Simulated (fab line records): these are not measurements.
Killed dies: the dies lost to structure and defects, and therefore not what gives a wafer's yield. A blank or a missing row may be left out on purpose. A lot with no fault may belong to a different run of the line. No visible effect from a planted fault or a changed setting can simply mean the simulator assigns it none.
fab line records | flow n5-finfet
[record] lots = 7 wafers = 39
route steps=1938 shown WELL_APT@47 FIN_SAQP@130 DUMMY_GATE@237 HKMG_FIN@448 BEOL_M4@1111
start-h: start of the lot's first displayed wafer, in hours after the record's first day | wait-h: hours elapsed since this lot's preceding step | " same as the row above | L1.1+2: several wafers, shown together as one row | - no value, or no start given | * or withheld: withheld | < > ~ a bound
route shown NAME@n: a module of which the file shows steps, and the number in the route of the first | usual: mean and standard deviation over wafers with no fault | same: alike in all rows | chamber/n: place in a boat | sites: per-site readings | _std_site: standard deviation across them | _edge_site: outer sites' mean less inner sites' | radius-mm: how far each site lies from the wafer's centre | mask NAME#n: copy n | behind: tool/chamber where the wafer was last shaped | hold: the reason the lot was held/the length of the hold in hours/how it ended | device: the n, p or np transistor that did not switch | end of line: the route-end tests of the same wafers | for a step that has no rows: nothing shown but its recipe | killed: dies lost to structure and defects at the first sort, not the wafer's yield | map: a wafer's dies, x killed, . not, _ none there
set.NAME: the setting that was run; set.NAME@STEP: the one run at that earlier step | model.NAME: the simulator's own value behind a step, which no gauge read
one table per step and one row per wafer, for lots whose settings were changed on purpose
[[steps]]
[step N5_WELL_APT_IMPLANT_31]
[recipe] species = B energy-kev = 60 dose-cm2 = 1.5e+13 tilt-deg = 0 rotation-deg = 0
[step N5_FIN_SAQP_ETCH_65]
[recipe] chemistry = CF4 target = SiO2 target-depth-a = 40 ion-energy-ev = 350 time-s = 4.4 pressure-mtorr = 10 icp-w = 800 bias-w = 400 cf4-flow-sccm = 80
[step N5_DUMMY_GATE_ETCH_37]
[recipe] chemistry = N2/H2 target = SOC target-depth-a = 600 overetch-a = 300 temp-c = 40 ion-energy-ev = 200 pressure-mtorr = 30 source-w = 840 bias-w = 150 n2-flow-sccm = 200 h2-flow-sccm = 200
[step N5_DUMMY_GATE_ETCH_42]
[recipe] chemistry = CHF3/O2 target = SiO2 target-depth-a = 35 time-s = 31 ion-energy-ev = 30 bias-w = 12 pressure-mtorr = 30 source-w = 600 Ar_flow_sccm = 200 CHF3_flow_sccm = 50 O2_flow_sccm = 5
[step N5_HKMG_FIN_NWFM_ALD_20]
[recipe] material = TiAlC target-thk-a = 20 temp-c = 300 ald-precursor-family = TiCl4 ald-co-reactant = TEA pulse-time-s = 3 purge-time-s = 2 co-reactant-purge-time-s = 2 co-reactant-pulse-time-s = 10 ald-cycles = 7 pressure-torr = 3
[step N5_HKMG_FIN_ETCH_67]
[recipe] chemistry = N2/H2 target = SOC target-depth-a = 3889 stop-on = TiN ion-energy-ev = 100 bias-w = 61 pressure-mtorr = 30 source-w = 850 n2-flow-sccm = 200 h2-flow-sccm = 200
[step N5_BEOL_M4_RC_MEAS_101]
[usual] IOFF_N_LONG = 5.48e-05/2.6e-06 RS_PWELL = 3013/24 VT_N = 251/3.5 VT_N_LONG = 275.1/2.3 VT_N_LVT = 98/3.4
// columns lot.wafer tool chamber start-h wait-h set.energy-kev@WELL_APT_IMPLANT_31 set.time-s@FIN_SAQP_ETCH_65 set.source-w@DUMMY_GATE_ETCH_37 set.bias-w@DUMMY_GATE_ETCH_42 set.ald-cycles@HKMG_FIN_NWFM_ALD_20 set.target-depth-a@HKMG_FIN_ETCH_67 IOFF_N_LONG[nA/um] RS_PWELL[ohm/sq] VT_N[mV] VT_N_LONG[mV] VT_N_LVT[mV]
L076.2 prober-02 0 206.09 0.2 60 4.4 840 12 7 3889 5.63e-05 3024 249 272.7 100
L076.3 " 0 " " 60 4.4 840 12 7 3889 5.61e-05 3005 250 273.4 97
L076.4 " 0 " " 60 4.4 840 12 7 3889 5.49e-05 2985 249 274.1 97
L078.1 prober-01 0 219.21 0.0 60 4.4 749.5 12 8 3889 8.96e-05 2981 235 257.0 80
L078.2 " 0 " " 54.26 4.4 840 12 8 4215 8.76e-05 3102 239 257.0 82
L078.3 " 0 " " 60 4.931 749.5 12 8 3889 8.74e-05 2972 237 255.3 84
L078.4 " 0 " " 54.26 4.931 840 12 7 3889 5.39e-05 3072 250 274.4 97
L078.5 " 0 " " 54.26 4.931 749.5 12 7 4215 5.28e-05 3111 256 276.3 100
L078.6 " 0 " " 60 4.4 840 12 7 4215 5.28e-05 2981 252 275.8 101
L082.1 prober-01 0 245.94 0.0 66.63 3.49 840 12 7 3711 5.2e-05 2906 257 277.3 102
L082.2 " 0 " " 66.63 3.49 840 14.03 8 3889 8.75e-05 2930 236 259.2 83
L082.3 " 0 " " 60 3.49 890.4 14.03 7 3889 5.32e-05 3000 249 278.7 98
L082.4 " 0 " " 60 4.4 840 12 8 3889 8.72e-05 2999 232 257.1 79
L082.5 " 0 " " 66.63 4.4 890.4 14.03 8 3711 8.45e-05 2878 238 262.3 83
L082.6 " 0 " " 60 4.4 890.4 12 7 3711 5.31e-05 3013 250 276.8 97
L086.1 prober-02 0 281.04 0.0 60 4.4 840 12 7 4021 5.43e-05 2983 250 275.6 98
L086.2 " 0 " " 66.41 5.22 840 12.76 6 3889 3.34e-05 2864 267 295.1 114
L086.3 " 0 " " 66.41 4.4 840 12 6 3889 3.44e-05 2891 270 297.2 119
L086.4 " 0 " " 66.41 5.22 902.9 12.76 7 4021 5.45e-05 2856 245 276.9 94
L086.5 " 0 " " 60 4.4 902.9 12.76 6 4021 3.39e-05 2968 263 295.3 111
L086.6 " 0 " " 60 5.22 902.9 12 7 3889 5.46e-05 3004 251 274.3 96
L089.1 prober-02 0 284.35 0.0 65.78 5.371 840 12 7 3889 5.36e-05 2901 254 277.6 103
L089.2 " 0 " " 60 4.4 906.5 12 7 3889 5.31e-05 2996 252 275.6 98
L089.3 " 0 " " 60 4.4 840 11.01 7 3889 5.55e-05 3024 246 275.2 94
L089.4 " 0 " " 65.78 4.4 840 12 7 3889 5.34e-05 2900 251 275.2 98
L089.5 " 0 " " 60 5.371 906.5 11.01 7 3889 5.41e-05 3003 245 278.8 93
L089.6 " 0 " " 65.78 5.371 906.5 11.01 7 3889 5.34e-05 2911 251 276.1 99
L091.1 prober-02 0 291.84 0.0 60 4.4 728.3 12 7 4323 5.09e-05 3010 249 277.6 98
L091.2 " 0 " " 65.41 4.4 840 12 6 3889 3.17e-05 2930 276 302.7 123
L091.3 " 0 " " 60 4.4 728.3 14.08 6 4323 3.14e-05 3005 279 301.8 124
L091.4 " 0 " " 65.41 4.4 728.3 12 6 3889 3.16e-05 2917 277 302.1 122
L091.5 " 0 " " 60 4.4 840 14.08 7 3889 4.95e-05 3065 257 275.1 102
L091.6 " 0 " " 65.41 4.4 840 14.08 7 4323 4.95e-05 2929 253 277.4 101
L092.1 prober-02 0 294.03 0.0 54.26 5.341 840 12.67 7 3889 5.67e-05 3149 246 273.7 94
L092.2 " 0 " " 60 4.4 793 12.67 7 3889 5.86e-05 3025 250 273.0 98
L092.3 " 0 " " 54.26 4.4 840 12 7 3889 5.75e-05 3158 248 273.0 98
L092.4 " 0 " " 60 4.4 793 12.67 7 3889 5.7e-05 3014 249 272.1 97
L092.5 " 0 " " 54.26 5.341 793 12 7 3889 5.79e-05 3149 243 274.2 94
L092.6 " 0 " " 60 5.341 840 12 7 3889 5.68e-05 2995 249 274.6 98
[[key]]
[split] step = N5_WELL_APT_IMPLANT_31 setting = energy-kev stated-as = 60
[response] step = N5_BEOL_M4_RC_MEAS_101 reading = RS_PWELL slope = -11.4 per = 1% together-with = all explained = 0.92
[split] step = N5_FIN_SAQP_ETCH_65 setting = time-s stated-as = 4.4
response none clear
[split] step = N5_DUMMY_GATE_ETCH_37 setting = source-w stated-as = 840
response none clear
[split] step = N5_DUMMY_GATE_ETCH_42 setting = bias-w stated-as = 12
response none clear
[split] step = N5_HKMG_FIN_NWFM_ALD_20 setting = ald-cycles stated-as = 7
[response] step = N5_BEOL_M4_RC_MEAS_101 reading = VT_N_LONG slope = -1.46 per = 1% together-with = all explained = 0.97
[response] step = N5_BEOL_M4_RC_MEAS_101 reading = IOFF_N_LONG slope = +1.91e-06 per = 1% together-with = all explained = 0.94
[response] step = N5_BEOL_M4_RC_MEAS_101 reading = VT_N_LVT slope = -1.33 per = 1% together-with = all explained = 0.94
[response] step = N5_BEOL_M4_RC_MEAS_101 reading = VT_N slope = -1.3 per = 1% together-with = all explained = 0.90
[split] step = N5_HKMG_FIN_ETCH_67 setting = target-depth-a stated-as = 3889
response none clear
